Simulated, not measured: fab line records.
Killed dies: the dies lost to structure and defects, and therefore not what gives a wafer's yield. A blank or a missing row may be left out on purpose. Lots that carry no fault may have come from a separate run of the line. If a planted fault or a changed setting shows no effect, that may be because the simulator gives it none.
Problem report, 8D (eight disciplines) form, completed by code    flow n5-finfet    the parts of the form that need people (team, actions taken, sign-off) are left out

## 1. WHAT IS WRONG
Mean of etch-rf-on-time-s at N5_BEOL_M2_ETCH_74: 3.66 s across 2 wafers in 2 lots; on wafers with no fault it is 5.15 s (standard deviation 0.1). That is -15 standard deviations from the usual mean.
The step: etches underlayer in N2/H2, target depth 6.5 nm, time 5.2 s.
Earliest sighting: wafer L272.4 on rie-diel-01 at day 11 03:16. The record has a number at this step for 29 wafers belonging to 11 lots. Rule for "out", or "out of limits": more than 4 standard deviations from the usual mean. The rest of the wafers with a number are treated as sound.

## 2. WHAT IT IS, AND WHAT IT ISN'T
question                     is                 is not
which readings at this step  etch-rf-on-time-s  drypump-motor-current-A, rf-vpp-V, showerhead-plenum-p-Torr, throttle-valve-pct
which lots                   L272, L275         L255, L256, L258, L261, L262, L264, L266, L268, L271
which wafers of those lots   L272.4, L275.4     L272.5, L275.5
read on which tools          rie-diel-01        rie-diel-05, rie-diel-06
when                         from day 11 03:16  up to then (26 sound wafers); but 1 sound wafer of L275 came after

## 3. THE SUSPECTS, EACH WITH WHAT RULES IT OUT
Counting: if a tool at a process step up to the reading ran every lot that is out, it stays a suspect. Sound lots after the first of them don't rule it out here, since some wafers of a struck lot are sound.
- rie-diel-01 at N5_BEOL_M2_ETCH_74 (etches underlayer in N2/H2, target depth 6.5 nm, time 5.2 s): kept. Every lot that is out went through it, the first being L272 (day 11 03:16); the last sound lot it ran before that was L268 (day 10 10:32). On those wafers its own readings are out: etch-rf-on-time-s.
Left after counting: rie-diel-01 at N5_BEOL_M2_ETCH_74.

## 4. THE CAUSE (what the simulator had put in)
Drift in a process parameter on rie-diel-01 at N5_BEOL_M2_ETCH_74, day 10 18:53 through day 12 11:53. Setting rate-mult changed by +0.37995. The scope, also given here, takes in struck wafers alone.
This tool alone remained once counting was done.

## 5. THE EFFECT CHAIN, in route order
One row per reading whose mean, taken over the struck wafers that have a number, lies over 3 standard deviations from the usual. Only readings for which the record gives a usual standard deviation are gone through. hours: the time from each lot's start at the first step in this table that gives one to its start at this step, as a median over the lots. sigmas: the change in usual standard deviations.
hours  step                reading            usual   on struck wafers  change  sigmas
0      N5_BEOL_M2_ETCH_74  etch-rf-on-time-s  5.15 s  3.66              -1.50   -15
Here are the process steps it includes:
- N5_BEOL_M2_ETCH_74: etches underlayer in N2/H2, target depth 6.5 nm, time 5.2 s.
Later steps that measure or inspect, where all struck wafers having a row at the step show a number for every such reading and not one has moved that far: N5_BEOL_M4_RC_MEAS_101.

## 6. WHAT WOULD HAVE CAUGHT IT SOONER
In this record the first reading out of limits was taken at day 11 03:16, 8 hours after the fault began at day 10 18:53.
